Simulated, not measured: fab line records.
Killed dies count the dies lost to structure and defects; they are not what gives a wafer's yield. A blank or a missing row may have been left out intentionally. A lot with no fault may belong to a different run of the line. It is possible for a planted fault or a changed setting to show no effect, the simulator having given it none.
Split-lot study | flow n5-finfet | route with 1938 steps; 7 lots, 39 wafers read

SPLIT DETAILS
At N5_HKMG_FIN_ETCH_31 (etches SiARC in CF4, target depth 45.5 nm, time 75.8 s), the setting bias-w was moved away from the recipe's 36 W on 12 of the 39 wafers read, by -16.5% to +12.7%. The other wafers ran this setting at the recipe's value.

The reading is taken at the split's own step.

THE READING
rf-vpp-V, in V, at N5_HKMG_FIN_ETCH_31 (etches SiARC in CF4, target depth 45.5 nm, time 75.8 s). Fault-free wafers of this fab line usually give 184.1 V, standard deviation 1.2 V.

wafer  | tool, chamber at the split | bias-w as run, W | against the recipe | rf-vpp-V, V | against lot-mates on the recipe
L075.1 | rie-diel-06, 2             | 36               | recipe             | 185.8       | -
L075.2 | rie-diel-06, 0             | 36               | recipe             | 184.0       | -
L075.3 | rie-diel-06, 1             | 36               | recipe             | 183.4       | -
L075.4 | rie-diel-06, 3             | 36               | recipe             | 185.3       | -
L075.5 | rie-diel-06, 1             | 36               | recipe             | 183.6       | -
L075.6 | rie-diel-06, 2             | 36               | recipe             | 185.9       | -
L077.1 | rie-diel-04, 0             | 36               | recipe             | 185.2       | -
L077.2 | rie-diel-04, 3             | 40.57            | +12.7%             | 196.4       | +11.3
L077.3 | rie-diel-04, 2             | 40.57            | +12.7%             | 198.3       | +13.2
L077.4 | rie-diel-04, 1             | 36               | recipe             | 185.7       | -
L077.5 | rie-diel-04, 0             | 36               | recipe             | 184.3       | -
L077.6 | rie-diel-04, 1             | 40.57            | +12.7%             | 199.0       | +13.9
L083.1 | rie-diel-04, 1             | 36               | recipe             | 185.6       | -
L083.2 | rie-diel-04, 0             | 32.27            | -10.4%             | 173.6       | -10.1
L083.3 | rie-diel-04, 3             | 32.27            | -10.4%             | 169.8       | -13.9
L083.4 | rie-diel-04, 2             | 36               | recipe             | 182.3       | -
L083.5 | rie-diel-04, 3             | 32.27            | -10.4%             | 170.0       | -13.7
L083.6 | rie-diel-04, 2             | 36               | recipe             | 183.2       | -
L086.1 | rie-diel-04, 3             | 36               | recipe             | 181.7       | -
L086.2 | rie-diel-04, 1             | 36               | recipe             | 184.7       | -
L086.3 | rie-diel-04, 2             | 36               | recipe             | 182.0       | -
L086.4 | rie-diel-04, 0             | 36               | recipe             | 185.5       | -
L086.5 | rie-diel-04, 1             | 36               | recipe             | 184.1       | -
L086.6 | rie-diel-04, 2             | 36               | recipe             | 182.9       | -
L090.1 | rie-diel-04, 1             | 36               | recipe             | 184.5       | -
L090.2 | rie-diel-04, 3             | 36               | recipe             | 184.7       | -
L090.3 | rie-diel-04, 0             | 30.06            | -16.5%             | 164.3       | -20.5
L090.4 | rie-diel-04, 0             | 36               | recipe             | 185.2       | -
L090.5 | rie-diel-04, 1             | 30.06            | -16.5%             | 163.7       | -21.1
L090.6 | rie-diel-04, 3             | 30.06            | -16.5%             | 162.4       | -22.4
L096.1 | rie-diel-04, 0             | 36               | recipe             | 183.8       | -
L096.2 | rie-diel-04, 1             | 32.09            | -10.9%             | 170.6       | -14.1
L096.3 | rie-diel-04, 2             | 32.09            | -10.9%             | 170.4       | -14.3
L096.4 | rie-diel-04, 3             | 32.09            | -10.9%             | 171.1       | -13.6
L096.5 | rie-diel-04, 0             | 36               | recipe             | 184.8       | -
L096.6 | rie-diel-04, 1             | 36               | recipe             | 185.4       | -
L097.3 | rie-diel-06, 1             | 36               | recipe             | 182.8       | -
L097.4 | rie-diel-06, 1             | 36               | recipe             | 183.3       | -
L097.6 | rie-diel-06, 2             | 36               | recipe             | 185.6       | -

FIT RESULTS
A straight line over all 39 wafers: rf-vpp-V changes by +1.2 V for each +1% of bias-w; r = +0.99; the points scatter about the line by 1.3 V.
The same after taking each lot's own level away (the mean of its wafers on the recipe; 39 wafers): +1.19 V for each +1%; r = +0.99; scatter 1.3 V.
According to that fit, moving bias-w by its largest amount changes the reading by 20 V.
Across the lots, their own levels run from 183.48 to 185.07 V, a range of 1.3 times the standard deviation given above.
The two slopes agree, so the slope changes little with the lot-to-lot level.
Check: for one of the wafers moved furthest among these (-16.5%), held out of the fit, the line's prediction against its lot-mates is -20 V. Against them it came out at -20.5 V.
Tool readings at the split's step, against how far the setting was moved: rf-vpp-V r = +0.99.

FURTHER SPLITS ON THESE WAFERS
These wafers also went through other splits before the reading. Each is held against what the fit with the lots' levels taken away leaves over:
other split on the same wafers     | wafers away from the commonest value | r with rf-vpp-V (lot level and that fit taken away)
N5_FIN_SAQP_ETCH_69 target-depth-a | 18                                   | -0.08
N5_DUMMY_GATE_HM_DEP_06 time-s     | 33                                   | -0.07

THE FILE'S OWN FIT
rf-vpp-V changes by +1.21 V for each +1% of bias-w, r = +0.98.
